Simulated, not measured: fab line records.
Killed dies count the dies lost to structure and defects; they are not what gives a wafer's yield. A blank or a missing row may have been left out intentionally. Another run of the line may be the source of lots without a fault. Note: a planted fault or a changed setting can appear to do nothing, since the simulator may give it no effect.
fab line records | flow n5_finfet
record: lots: 6 | wafers: 18 | last_day: 18
route steps=1938 shown SDB@370 DUMMY_REMOVAL@377 BEOL_M4@1111 PASSIVATION@1936
lots that met no fault: taken from a fault-free run of the same line
start_h: hours from the record's opening day to when the first of the lot's shown wafers began | wait_h: hours from the lot's prior step to this one | " repeats the value in the row above | L1.1+2: several wafers, shown together as one row | - value missing, or start not given | * or withheld: withheld | < > ~ a bound
route shown NAME@n: names a module that has steps shown in the file, with the first one's number in the route | usual: mean/standard deviation of fault-free wafers | same: alike in all rows | chamber/n: place in a boat | sites: per-site readings | _std_site: standard deviation across them | _edge_site: outer sites' mean less inner sites' | radius_mm: for every site, how far away it sits from the centre of the wafer | mask NAME#n: copy n | behind: tool/chamber where the wafer was last shaped | hold: what put the lot on hold/how long, in hours/how the hold closed | device: which transistor (n, p or np) failed to switch | end of line: tests run on the same wafers once the route is complete | a step given without rows: its recipe and nothing more | killed: not the wafer's yield, but the dies lost to structure and defects at the first sort | map: shows each die of a wafer: x if killed, . if not, _ if none is there
set.NAME: the run value of the setting; set.NAME@STEP: its run value at that earlier step | model.NAME: the simulator's own value behind a step, which no gauge read
lots at selected steps of the route; one table per step, one row per wafer
services: the hour from which a tool's chamber was out of use, counted from the record's first day as start_h (under 0 if before that day), plus the number of hours and why
== steps ==
step: N5_SDB_PRECLEAN_38
recipe: chemistry: dHF | time_s: 10 | dilution: 750:1 | temp_c: 25
step: N5_SDB_PRECLEAN_39
recipe: chemistry: O3/DIW | time_s: 45 | temp_c: 22 | o3_ppm: 10
step: N5_SDB_SRD_28
recipe: dry: ipa_marangoni | time_s: 30 | temp_c: 23 | rinse_liquid: diw
step: N5_SDB_ALD_29
recipe: material: SiNx | target_thk_a: 300 | temp_c: 400 | ald_precursor_family: SiH2I2 | ald_co_reactant: N2/H2-plasma | pulse_time_s: 1 | ald_cycles: 600 | purge_time_s: 2 | co_reactant_purge_time_s: 2 | pressure_torr: 2
usual: heater_power_w: 813/100 | precursor_pulse_height_rel: 1.001/0.021
lot.wafer | tool       | chamber | start_h | wait_h | heater_power_w | precursor_pulse_height_rel
L928.2    | ald_sin-04 | 0       | 95.41   | 0.0    | 753            | 0.991
L928.4    | "          | 2       | 96.77   | 1.4    | 791            | 0.998
L928.6    | "          | 0       | "       | "      | 757            | 0.977
L929.3    | ald_sin-03 | 3       | 100.81  | 0.0    | 898            | 0.996
L929.5    | "          | 2       | 102.16  | 1.4    | 641            | 0.987
L929.6    | "          | 3       | "       | "      | 945            | 1.018
L939.3    | ald_sin-04 | 1       | 162.45  | 0.0    | 882            | 0.988
L939.5    | "          | 0       | 163.80  | 1.4    | 767            | 1.014
L939.6    | "          | 1       | "       | "      | 871            | 1.007
L941.2    | ald_sin-01 | 3       | 172.72  | 0.0    | 931            | 1.041
L941.5    | "          | 3       | 174.08  | 1.4    | 913            | 1.041
L941.6    | "          | 0       | "       | "      | 713            | 0.981
L944.2    | ald_sin-01 | 2       | 187.97  | 0.1    | 931            | 1.017
L944.3    | "          | 3       | "       | "      | 926            | 0.982
L944.5    | "          | 1       | 189.32  | 1.4    | 698            | 0.992
L947.3    | ald_sin-04 | 1       | 204.16  | 0.0    | 861            | 0.982
L947.4    | "          | 2       | 205.51  | 1.4    | 773            | 1.007
L947.5    | "          | 1       | "       | "      | 862            | 0.983
step: N5_SDB_CMP_30
recipe: stop_on: poly-Si | t_overpolish_s: 1.54 | post_cmp_clean: alkaline_brush | down_force_psi: 4.1491 | platen_rpm: 51.796 | pad_velocity_m_s: 1.0306 | target_thk_nm: 30
usual: motor_current_A: 12.1/0.94 | overpolish_run_s: 1.540/0.009 | time_to_endpoint_s: 16.2/2.7
lot.wafer | tool   | chamber | start_h | wait_h | motor_current_A | overpolish_run_s | time_to_endpoint_s
L928.4    | cmp-02 | 2       | 98.18   | 0.1    | 12.5            | 1.549            | 17.7
L928.2    | "      | 0       | "       | "      | 10.2            | 1.544            | 15.9
L928.6    | "      | 1       | "       | "      | 13.0            | 1.538            | 14.0
L929.3    | cmp-04 | 0       | 103.54  | 1.4    | 13.0            | 1.534            | 16.0
L929.5    | "      | 0       | "       | "      | 12.4            | 1.538            | 17.5
L929.6    | "      | 1       | "       | "      | 12.0            | 1.538            | 18.8
L939.3    | cmp-02 | 0       | 165.26  | 1.5    | 10.7            | 1.537            | 16.6
L939.5    | "      | 2       | "       | "      | 12.5            | 1.540            | 12.6
L939.6    | "      | 3       | "       | "      | 10.3            | 1.540            | 15.9
L941.2    | cmp-02 | 0       | 175.57  | 1.5    | 10.5            | 1.547            | 16.8
L941.6    | "      | 1       | "       | "      | 12.2            | 1.538            | 15.5
L941.5    | "      | 2       | "       | "      | 12.2            | 1.529            | 14.8
L944.3    | cmp-02 | 2       | 190.70  | 1.4    | 12.0            | 1.534            | 15.7
L944.2    | "      | 3       | "       | "      | 10.0            | 1.533            | 14.6
L944.5    | "      | 3       | "       | "      | 10.7            | 1.569            | 18.1
L947.3    | cmp-02 | 2       | 206.93  | 1.4    | 12.5            | 1.549            | 14.4
L947.4    | "      | 3       | "       | "      | 10.1            | 1.528            | 12.3
L947.5    | "      | 2       | "       | "      | 12.5            | 1.532            | 12.3
step: N5_SDB_THK_MEAS_31
recipe: reads: a-Si_of_DUMMY_GATE_CVD_03
usual: SDB_THK: 64.1/1.2
lot.wafer | tool          | chamber | start_h | wait_h | SDB_THK[nm]
L928.2    | film_metro-01 | -       | 98.44   | -      | 63.8
L928.4    | "             | -       | "       | "      | 63.6
L928.6    | "             | -       | "       | "      | 63.4
L929.3    | film_metro-01 | -       | 103.83  | -      | 65.4
L929.5    | "             | -       | "       | "      | 63.8
L929.6    | "             | -       | "       | "      | 65.4
L939.3    | film_metro-02 | -       | 165.48  | -      | 62.8
L939.5    | "             | -       | "       | "      | 64.7
L939.6    | "             | -       | "       | "      | 63.5
L941.2    | film_metro-01 | -       | 175.75  | -      | 63.0
L941.5    | "             | -       | "       | "      | 61.8
L941.6    | "             | -       | "       | "      | 62.7
L944.2    | film_metro-01 | -       | 191.00  | -      | 66.6
L944.3    | "             | -       | "       | "      | 64.2
L944.5    | "             | -       | "       | "      | 65.6
L947.3    | film_metro-02 | -       | 207.19  | -      | 66.3
L947.4    | "             | -       | "       | "      | 67.0
L947.5    | "             | -       | "       | "      | 64.9
step: N5_SDB_INSPECT_36
recipe: inspect_instrument: darkfield | mode: post_cmp
usual: raw_defect_count: 36/19
lot.wafer | tool              | chamber | start_h | wait_h | raw_defect_count
L928.2    | defect_inspect-01 | -       | 98.47   | 0.0    | 79
L928.4    | "                 | -       | "       | "      | 82
L928.6    | "                 | -       | "       | "      | 67
L929.3    | defect_inspect-02 | -       | 103.86  | 0.0    | 18
L929.5    | "                 | -       | "       | "      | 26
L929.6    | "                 | -       | "       | "      | 26
L939.3    | defect_inspect-01 | -       | 165.51  | 0.0    | 24
L939.5    | "                 | -       | "       | "      | 19
L939.6    | "                 | -       | "       | "      | 18
L941.2    | defect_inspect-02 | -       | 175.78  | 0.0    | 34
L941.5    | "                 | -       | "       | "      | 36
L941.6    | "                 | -       | "       | "      | 45
L944.2    | defect_inspect-02 | -       | 191.02  | 0.0    | 17
L944.3    | "                 | -       | "       | "      | 36
L944.5    | "                 | -       | "       | "      | 24
L947.3    | defect_inspect-02 | -       | 207.22  | 0.0    | 29
L947.4    | "                 | -       | "       | "      | 19
L947.5    | "                 | -       | "       | "      | 30
step: N5_DUMMY_REMOVAL_HM_STRIP_01
recipe: chemistry: CH3F/O2 | material: SiNx | target_depth_a: 40 | stop_on: poly-Si | time_s: 6.8 | over_etch_frac: 0.3 | ion_energy_ev: 60 | power_w: 410 | bias_w: 29 | Ar_flow_sccm: 150 | CH3F_flow_sccm: 30 | O2_flow_sccm: 20
usual: O2_flow_sccm: 20.01/0.064 | drypump_motor_current_A: 5.9/0.58 | mfc_ar_sccm: 150.1/0.45 | oes_product_au: 0.61/0.062 | rf_vpp_V: 127.3/1 | showerhead_plenum_p_Torr: 1.99/0.071 | throttle_valve_pct: 16.39/0.17
lot.wafer | tool        | chamber | start_h | wait_h | O2_flow_sccm | drypump_motor_current_A | mfc_ar_sccm | oes_product_au | rf_hours_counter_h | rf_vpp_V | showerhead_plenum_p_Torr | throttle_valve_pct
L928.2    | rie_diel-04 | 1       | 98.51   | 0.0    | 20.05        | 5.3                     | 150.3       | 0.57           | 218                | 128.5    | 2.07                     | 16.29
L928.4    | "           | 2       | "       | "      | 20.00        | 5.7                     | 150.9       | 0.58           | 210                | 127.6    | 2.08                     | 16.38
L928.6    | "           | 3       | "       | "      | 19.91        | 5.5                     | 150.5       | 0.56           | -                  | 127.4    | 1.90                     | 16.29
L929.3    | rie_diel-04 | 1       | 103.89  | 0.0    | 20.09        | 5.3                     | 150.1       | 0.57           | 221                | 126.2    | 2.07                     | 16.28
L929.5    | "           | 2       | "       | "      | 19.98        | 5.7                     | 149.8       | 0.58           | -                  | 128.0    | 2.08                     | 16.38
L929.6    | "           | 1       | "       | "      | 20.09        | 5.3                     | 150.4       | 0.57           | -                  | 128.1    | 2.07                     | 16.28
L939.3    | rie_diel-05 | 0       | 165.54  | 0.0    | 20.04        | 5.5                     | 150.0       | 0.58           | 204                | 129.3    | 2.06                     | 16.26
L939.5    | "           | 1       | "       | "      | 19.99        | 5.6                     | 149.2       | 0.63           | -                  | 127.3    | 1.93                     | 16.20
L939.6    | "           | 0       | "       | "      | 20.09        | 5.5                     | 150.2       | 0.58           | -                  | 126.8    | 2.06                     | 16.29
L941.2    | rie_diel-02 | 2       | 175.84  | 0.1    | 20.00        | 6.8                     | 150.0       | 0.69           | 69                 | 126.2    | 2.03                     | 16.56
L941.5    | "           | 0       | "       | "      | 19.93        | 5.0                     | 150.2       | 0.55           | -                  | 127.1    | 1.87                     | 16.40
L941.6    | "           | 3       | "       | "      | 20.03        | 6.5                     | 150.4       | 0.63           | -                  | 126.3    | 2.00                     | 16.43
L944.2    | rie_diel-04 | 3       | 191.05  | 0.0    | 20.08        | 5.5                     | 151.4       | 0.76           | 13                 | 129.1    | 2.14                     | 15.88
L944.3    | "           | 1       | "       | "      | 20.02        | 5.3                     | 149.8       | 0.56           | 246                | 127.6    | 2.06                     | 16.32
L944.5    | "           | 2       | "       | "      | 19.95        | 5.8                     | 150.3       | 0.56           | -                  | 129.0    | 2.07                     | 16.44
L947.3    | rie_diel-05 | 0       | 207.30  | 0.1    | 20.03        | 5.5                     | 149.7       | 0.57           | 217                | 127.9    | 2.06                     | 16.29
L947.4    | "           | 3       | "       | "      | 19.97        | 6.4                     | 150.0       | 0.65           | 106                | 125.9    | 1.92                     | 16.18
L947.5    | "           | 0       | "       | "      | 19.94        | 5.5                     | 149.8       | 0.56           | -                  | 128.3    | 2.06                     | 16.29
step: N5_DUMMY_REMOVAL_STRIP_10
recipe: chemistry: N2/H2 | time_s: 40 | power_w: 100 | temp_c: 40 | pressure_mtorr: 100 | rf_frequency_hz: 6e+07 | bias_power_w: 3 | n2_flow_sccm: 300 | h2_flow_sccm: 300
usual: drypump_motor_current_A: 5.9/0.58 | oes_product_au: 0.76/0.078 | rf_vpp_V: 45.2/0.84 | showerhead_plenum_p_Torr: 3.35/0.11 | throttle_valve_pct: 12.31/0.21
lot.wafer | tool        | chamber | start_h | wait_h | drypump_motor_current_A | oes_product_au | rf_hours_counter_h | rf_vpp_V | showerhead_plenum_p_Torr | throttle_valve_pct
L928.2    | rie_diel-04 | 1       | 98.54   | 0.0    | 5.4                     | 0.70           | 218                | 44.8     | 3.49                     | 12.38
L928.4    | "           | 2       | "       | "      | 5.7                     | 0.70           | 210                | 45.6     | 3.47                     | 12.22
L928.6    | "           | 3       | "       | "      | 5.5                     | 0.69           | -                  | 44.2     | 3.18                     | 12.12
L929.3    | rie_diel-04 | 1       | 103.93  | 0.0    | 5.4                     | 0.69           | 221                | 45.5     | 3.48                     | 12.38
L929.5    | "           | 2       | "       | "      | 5.7                     | 0.70           | -                  | 45.9     | 3.47                     | 12.21
L929.6    | "           | 1       | "       | "      | 5.4                     | 0.69           | -                  | 45.5     | 3.48                     | 12.36
L939.3    | rie_diel-05 | 0       | 165.58  | 0.0    | 5.4                     | 0.72           | 204                | 46.2     | 3.49                     | 12.38
L939.5    | "           | 1       | "       | "      | 5.6                     | 0.78           | -                  | 44.6     | 3.25                     | 12.11
L939.6    | "           | 0       | "       | "      | 5.5                     | 0.71           | -                  | 44.9     | 3.49                     | 12.37
L941.2    | rie_diel-02 | 2       | 175.88  | 0.0    | 6.8                     | 0.84           | 69                 | 43.8     | 3.42                     | 12.34
L941.5    | "           | 0       | "       | "      | 5.0                     | 0.69           | -                  | 45.3     | 3.17                     | 12.44
L941.6    | "           | 3       | "       | "      | 6.5                     | 0.78           | -                  | 45.5     | 3.38                     | 12.30
L944.2    | rie_diel-04 | 3       | 191.09  | 0.0    | 5.5                     | 0.94           | 13                 | 45.9     | 3.57                     | 11.56
L944.3    | "           | 1       | "       | "      | 5.3                     | 0.68           | 246                | 46.5     | 3.47                     | 12.45
L944.5    | "           | 2       | "       | "      | 5.7                     | 0.69           | -                  | 45.9     | 3.46                     | 12.29
L947.3    | rie_diel-05 | 0       | 207.34  | 0.0    | 5.5                     | 0.70           | 217                | 43.9     | 3.48                     | 12.40
L947.4    | "           | 3       | "       | "      | 6.4                     | 0.78           | 106                | 44.4     | 3.26                     | 12.21
L947.5    | "           | 0       | "       | "      | 5.4                     | 0.70           | -                  | 46.1     | 3.48                     | 12.41
step: N5_DUMMY_REMOVAL_PRECLEAN_07
recipe: chemistry: dHF | time_s: 30 | temp_c: 25 | dilution: withheld
step: N5_DUMMY_REMOVAL_DUMMY_REMOVE_02
recipe: chemistry: TMAH | temp_c: 70 | target: poly-Si | stop_on: SiO2 | target_depth_nm: 142 | conc_wt_pct: 5 | time_s: 57 | dry: ipa_marangoni | rinse_time_s: 30 | rinse_temp_c: 23
step: N5_DUMMY_REMOVAL_INSPECT_06
recipe: inspect_instrument: brightfield | mode: aei
usual: raw_defect_count: 11/5.3
lot.wafer | tool              | chamber | start_h | wait_h | raw_defect_count
L928.2    | defect_inspect-02 | -       | 98.70   | 0.0    | 12
L928.4    | "                 | -       | "       | "      | 16
L928.6    | "                 | -       | "       | "      | 12
L929.3    | defect_inspect-02 | -       | 104.09  | 0.0    | 6
L929.5    | "                 | -       | "       | "      | 7
L929.6    | "                 | -       | "       | "      | 7
L939.3    | defect_inspect-01 | -       | 165.74  | 0.0    | 13
L939.5    | "                 | -       | "       | "      | 16
L939.6    | "                 | -       | "       | "      | 20
L941.2    | defect_inspect-01 | -       | 176.04  | 0.0    | 32
L941.5    | "                 | -       | "       | "      | 26
L941.6    | "                 | -       | "       | "      | 19
L944.2    | defect_inspect-02 | -       | 191.26  | 0.0    | 8
L944.3    | "                 | -       | "       | "      | 12
L944.5    | "                 | -       | "       | "      | 10
L947.3    | defect_inspect-01 | -       | 207.50  | 0.0    | 3
L947.4    | "                 | -       | "       | "      | 9
L947.5    | "                 | -       | "       | "      | 16
step: N5_DUMMY_REMOVAL_PRECLEAN_08
recipe: chemistry: NF3:NH3 | afs_cycles: 2 | temp_c: 30 | time_s: 20 | sublimation_temp_c: 180 | sublimation_time_s: 60 | pressure_torr: 3 | rf_power_w: 30
usual: temp_c: 30.01/0.11
same: sublimation_time_s: 60
lot.wafer | tool             | chamber | start_h | wait_h | temp_c
L928.2    | remote_plasma-02 | 0       | 98.77   | 0.1    | 29.00
L928.4    | "                | 0       | "       | "      | 29.03
L928.6    | "                | 0       | "       | "      | 28.97
L929.3    | remote_plasma-02 | 0       | 104.19  | 0.1    | 28.73
L929.5    | "                | 0       | "       | "      | 28.88
L929.6    | "                | 0       | "       | "      | 28.94
L939.3    | remote_plasma-01 | 0       | 165.84  | 0.1    | 30.06
L939.5    | "                | 0       | "       | "      | 29.91
L939.6    | "                | 0       | "       | "      | 30.02
L941.2    | remote_plasma-02 | 0       | 176.11  | 0.1    | 30.10
L941.5    | "                | 0       | "       | "      | 30.11
L941.6    | "                | 0       | "       | "      | 30.07
L944.2    | remote_plasma-01 | 0       | 191.32  | 0.1    | 29.86
L944.3    | "                | 0       | "       | "      | 29.93
L944.5    | "                | 0       | "       | "      | 29.83
L947.3    | remote_plasma-02 | 1       | 207.59  | 0.1    | 29.99
L947.4    | "                | 1       | "       | "      | 30.06
L947.5    | "                | 1       | "       | "      | 29.91
step: N5_DUMMY_REMOVAL_PRECLEAN_04
recipe: chemistry: DHF | time_s: 37 | temp_c: 25 | dilution: 500:1
step: N5_BEOL_M4_RC_MEAS_101
usual: DIBL_N: 36.0/1.7 | DIBL_P: 36.0/2 | IOFF_N: 0.156/0.028 | IOFF_P: 0.21/0.04 | ION_N: 673/12 | ION_P: 463/8.3 | SS_N: 71.4/0.6 | SS_P: 73.3/0.66 | VT_N: 250/3 | VT_P: -250/3.8
lot.wafer | tool      | chamber | start_h | wait_h | DIBL_N[mV/V] | DIBL_P[mV/V] | IOFF_N[nA/um] | IOFF_P[nA/um] | ION_N[uA/um] | ION_P[uA/um] | SS_N[mV/dec] | SS_P[mV/dec] | VT_N[mV] | VT_P[mV]
L928.2    | prober-01 | 0       | 181.66  | 0.2    | 36.5         | 37.8         | 0.162         | 0.24          | 667          | 462          | 71.3         | 73.3         | 252      | -249
L928.4    | "         | 0       | "       | "      | 35.0         | 36.4         | 0.134         | 0.22          | 671          | 469          | 71.3         | 72.8         | 253      | -248
L928.6    | "         | 0       | "       | "      | 35.4         | 36.9         | 0.143         | 0.23          | 671          | 469          | 71.8         | 73.0         | 250      | -248
L929.3    | prober-01 | 0       | 190.76  | 0.3    | 37.3         | 38.1         | 0.172         | 0.26          | 684          | 472          | 71.7         | 74.1         | 247      | -245
L929.5    | "         | 0       | "       | "      | 35.6         | 34.9         | 0.136         | 0.19          | 668          | 456          | 70.9         | 72.8         | 252      | -251
L929.6    | "         | 0       | "       | "      | 35.5         | 34.8         | 0.126         | 0.19          | 654          | 456          | 72.3         | 72.7         | 252      | -251
L939.3    | prober-02 | 0       | 254.33  | 0.3    | 33.7         | 33.7         | 0.131         | 0.16          | 664          | 451          | 70.9         | 73.4         | 251      | -256
L939.5    | "         | 0       | "       | "      | 34.3         | 34.9         | 0.139         | 0.17          | 663          | 460          | 71.5         | 73.0         | 253      | -254
L939.6    | "         | 0       | "       | "      | 35.4         | 35.7         | 0.154         | 0.18          | 677          | 458          | 72.2         | 73.6         | 248      | -253
L941.2    | prober-02 | 0       | 274.30  | 0.2    | 36.8         | 36.6         | 0.163         | 0.23          | 694          | 475          | 71.6         | 72.9         | 247      | -247
L941.5    | "         | 0       | "       | "      | 38.2         | 37.5         | 0.184         | 0.24          | 700          | 476          | 72.0         | 73.9         | 248      | -245
L941.6    | "         | 0       | "       | "      | 38.3         | 37.1         | 0.164         | 0.23          | 673          | 463          | 72.0         | 73.0         | 250      | -249
L944.2    | prober-01 | 0       | 300.94  | 0.2    | 33.8         | 32.6         | 0.125         | 0.16          | 667          | 461          | 70.6         | 73.0         | 252      | -252
L944.3    | "         | 0       | "       | "      | 35.0         | 33.8         | 0.134         | 0.17          | 661          | 449          | 71.3         | 74.0         | 253      | -253
L944.5    | "         | 0       | "       | "      | 33.8         | 31.9         | 0.133         | 0.15          | 670          | 455          | 70.6         | 72.8         | 251      | -254
L947.3    | prober-02 | 0       | 312.89  | 0.3    | 37.0         | 38.0         | 0.186         | 0.23          | 682          | 463          | 71.3         | 73.9         | 247      | -249
L947.4    | "         | 0       | "       | "      | 38.8         | 40.0         | 0.218         | 0.26          | 711          | 480          | 72.0         | 74.3         | 244      | -247
L947.5    | "         | 0       | "       | "      | 36.3         | 37.7         | 0.167         | 0.21          | 698          | 474          | 71.3         | 73.4         | 250      | -252
step: N5_PASSIVATION_PROBE_49
usual: defect_limited_yield: 91.6/1.6 | killed_at_M0_to_M3: 31/10 | killed_at_M4_up: 14/6.3 | killed_at_contacts: 12/6.1 | killed_at_front_end: 39/12 | killed_at_other: 3.7/2.8 | killed_dies: 100/19 | killed_open: 66/14 | killed_short: 33/8.1 | sort_bin_5_function: 5.0/1.1 | sort_bin_6_memory: 3.2/0.66 | sort_n_pass: 1080/18 | sort_yield_pct: 91.6/1.6
same: gross_dies: 1180 | killed_at_back_side: 0 | sort_bin_4_leakage[%]: 0 | sort_bin_8_speed[%]: 0
lot.wafer | tool      | chamber | start_h | wait_h | defect_limited_yield[%] | killed_at_M0_to_M3 | killed_at_M4_up | killed_at_contacts | killed_at_front_end | killed_at_other | killed_dies | killed_open | killed_short | sort_bin_5_function[%] | sort_bin_6_memory[%] | sort_n_pass | sort_yield_pct[%]
L928.2    | prober-02 | -       | 286.25  | 0.1    | 92.0                    | 22                 | 4               | 22                 | 43                  | 3               | 94          | 59          | 33           | 4.7                    | 3.1                  | 1086        | 92.0
L928.4    | prober-02 | -       | 286.35  | 0.2    | 92.4                    | 40                 | 11              | 12                 | 26                  | 1               | 90          | 56          | 33           | 4.7                    | 2.8                  | 1090        | 92.4
L928.6    | prober-02 | -       | 286.45  | 0.3    | 93.6                    | 25                 | 9               | 11                 | 28                  | 2               | 75          | 47          | 28           | 4.2                    | 2.1                  | 1105        | 93.6
L929.3    | prober-01 | -       | 297.13  | 0.1    | 90.9                    | 40                 | 9               | 14                 | 38                  | 6               | 107         | 74          | 32           | 5.5                    | 3.0                  | 1073        | 90.9
L929.5    | prober-01 | -       | 297.23  | 0.2    | 89.7                    | 36                 | 6               | 10                 | 63                  | 6               | 121         | 75          | 46           | 6.7                    | 3.1                  | 1059        | 89.7
L929.6    | prober-01 | -       | 297.28  | 0.3    | 92.0                    | 49                 | 12              | 12                 | 21                  | 0               | 94          | 63          | 31           | 4.7                    | 3.0                  | 1086        | 92.0
L939.3    | prober-02 | -       | 366.54  | 0.1    | 93.2                    | 23                 | 10              | 2                  | 40                  | 5               | 80          | 50          | 28           | 4.2                    | 2.4                  | 1100        | 93.2
L939.5    | prober-02 | -       | 366.64  | 0.2    | 90.4                    | 40                 | 15              | 6                  | 49                  | 3               | 113         | 69          | 44           | 5.2                    | 3.8                  | 1067        | 90.4
L939.6    | prober-02 | -       | 366.69  | 0.3    | 91.5                    | 16                 | 13              | 6                  | 64                  | 1               | 100         | 75          | 23           | 5.3                    | 3.1                  | 1080        | 91.5
killed by level:class
L928.2 MOL_CONTACT_COAG:geometric_particle:open=14 FIN_SAQP:geometric_particle:short=8 STI_FIN_REVEAL:geometric_particle:open=7 BEOL_M0_SAQP:geometric_particle:open=7 GATE_CUT:geometric_particle:open=6 MOL_CONTACT_COAG:geometric_particle:short=6 STARTING-WAFER:geometric_particle:open=6 FIN_SAQP:geometric_particle:open=5
L928.4 MOL_CONTACT_COAG:geometric_particle:open=10 BEOL_M0_SAQP:geometric_particle:short=10 BEOL_M0_SAQP:geometric_particle:open=9 BEOL_M2:geometric_particle:open=9 FIN_SAQP:geometric_particle:open=5 BEOL_M1:geometric_particle:open=5 BEOL_M4:geometric_particle:open=5 FIN_SAQP:geometric_particle:short=4
L928.6 MOL_CONTACT_COAG:geometric_particle:open=8 BEOL_M0_SAQP:geometric_particle:short=7 FIN_SAQP:geometric_particle:short=5 DUMMY_GATE:geometric_particle:open=5 BEOL_M0_SAQP:geometric_particle:open=5 BEOL_M2:geometric_particle:open=5 STI_FIN_REVEAL:geometric_particle:open=4 BEOL_M4:geometric_particle:open=4
L929.3 MOL_CONTACT_COAG:geometric_particle:open=11 BEOL_M0_SAQP:geometric_particle:open=10 BEOL_M3:geometric_particle:open=10 BEOL_M0_SAQP:geometric_particle:short=8 STI_FIN_REVEAL:geometric_particle:open=7 FIN_SAQP:geometric_particle:open=5 BEOL_M1:geometric_particle:open=5 STARTING-WAFER:geometric_particle:short=5
L929.5 BEOL_M0_SAQP:geometric_particle:open=16 FIN_SAQP:geometric_particle:open=13 FIN_SAQP:geometric_particle:short=11 MOL_CONTACT_COAG:geometric_particle:open=9 STI_FIN_REVEAL:geometric_particle:open=8 BEOL_M0_SAQP:geometric_particle:short=7 STARTING-WAFER:geometric_particle:short=7 GATE_CUT:geometric_particle:short=6
L929.6 BEOL_M3:geometric_particle:open=14 BEOL_M0_SAQP:geometric_particle:short=12 MOL_CONTACT_COAG:geometric_particle:open=8 BEOL_M1:geometric_particle:open=7 BEOL_M0_SAQP:geometric_particle:open=6 FIN_SAQP:geometric_particle:open=5 BEOL_M2:geometric_particle:open=5 MOL_CONTACT_COAG:geometric_particle:short=4
L939.3 FIN_SAQP:geometric_particle:open=12 SPACER0:geometric_particle:short=8 SPACER0:geometric_particle:open=5 BEOL_M2:geometric_particle:open=5 BEOL_M0:geometric_particle:open=4 FIN_SAQP:geometric_particle:short=3 GATE_CUT:geometric_particle:short=3 BEOL_M1:geometric_particle:open=3
L939.5 FIN_SAQP:geometric_particle:open=12 STI_FIN_REVEAL:geometric_particle:open=10 BEOL_M0_SAQP:geometric_particle:short=9 BEOL_M3:geometric_particle:open=8 GATE_CUT:geometric_particle:short=6 BEOL_M1:geometric_particle:open=6 FIN_SAQP:geometric_particle:short=5 BEOL_M0:geometric_particle:open=5
L939.6 FIN_SAQP:geometric_particle:open=14 STI_FIN_REVEAL:geometric_particle:open=9 DUMMY_GATE:geometric_particle:open=8 GATE_CUT:geometric_particle:open=7 MOL_CONTACT_COAG:geometric_particle:open=6 GATE_CUT:geometric_particle:short=5 BEOL_M1:geometric_particle:open=5 FIN_SAQP:geometric_particle:short=4
== services ==
tool             | chamber | start_h | hours | kind
ald_sin-03       | 3       | 76.69   | 9.6   | repair
rie_diel-05      | -       | 77.98   | 2.8   | pm
rie_diel-02      | 2       | 84.27   | 3.8   | repair
remote_plasma-01 | -       | 84.85   | 1.1   | repair
ald_sin-01       | -       | 85.90   | 14.0  | pm
cmp-02           | -       | 86.96   | 1.6   | repair
ald_sin-04       | 1       | 91.70   | 3.7   | repair
ald_sin-03       | 0       | 95.77   | 2.0   | repair
cmp-02           | -       | 102.67  | 6.4   | pm
cmp-04           | -       | 111.92  | 6.0   | pm
ald_sin-01       | 2       | 126.17  | 3.7   | repair
rie_diel-04      | 3       | 136.00  | -     | clean
rie_diel-04      | 3       | 136.00  | -     | consumable_replace:focus_ring
rie_diel-04      | 3       | 136.00  | -     | consumable_replace:showerhead
rie_diel-04      | 3       | 136.00  | 14.5  | scheduled_down
rie_diel-04      | 3       | 136.00  | 14.5  | vent_cycle
rie_diel-04      | 1       | 142.41  | 4.1   | repair
cmp-02           | -       | 145.88  | 3.5   | pm
rie_diel-05      | 0       | 149.93  | 9.9   | repair
cmp-04           | -       | 152.57  | 1.3   | repair
cmp-04           | -       | 176.96  | 4.8   | pm
cmp-02           | -       | 179.48  | 2.3   | repair
rie_diel-04      | 0       | 184.42  | -     | clean
ald_sin-04       | 3       | 194.48  | 12.8  | repair
== key ==
first_sign: step: N5_DUMMY_REMOVAL_PRECLEAN_08 | reading: temp_c | direction: down | sigmas: 10 | usual: * | struck: *
effect none on later readings
met_at N5_DUMMY_REMOVAL_PRECLEAN_08
struck_wafers L928.2,L928.4,L928.6,L929.3,L929.5,L929.6
fault: kind: process_parameter_drift | tool: remote_plasma-02 | chamber: - | onset_h: 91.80 | steps: N5_DUMMY_REMOVAL_PRECLEAN_08 | channel: temp_c | offset: * | shape: step | end_h: 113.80 | acts_in: * | stated: *
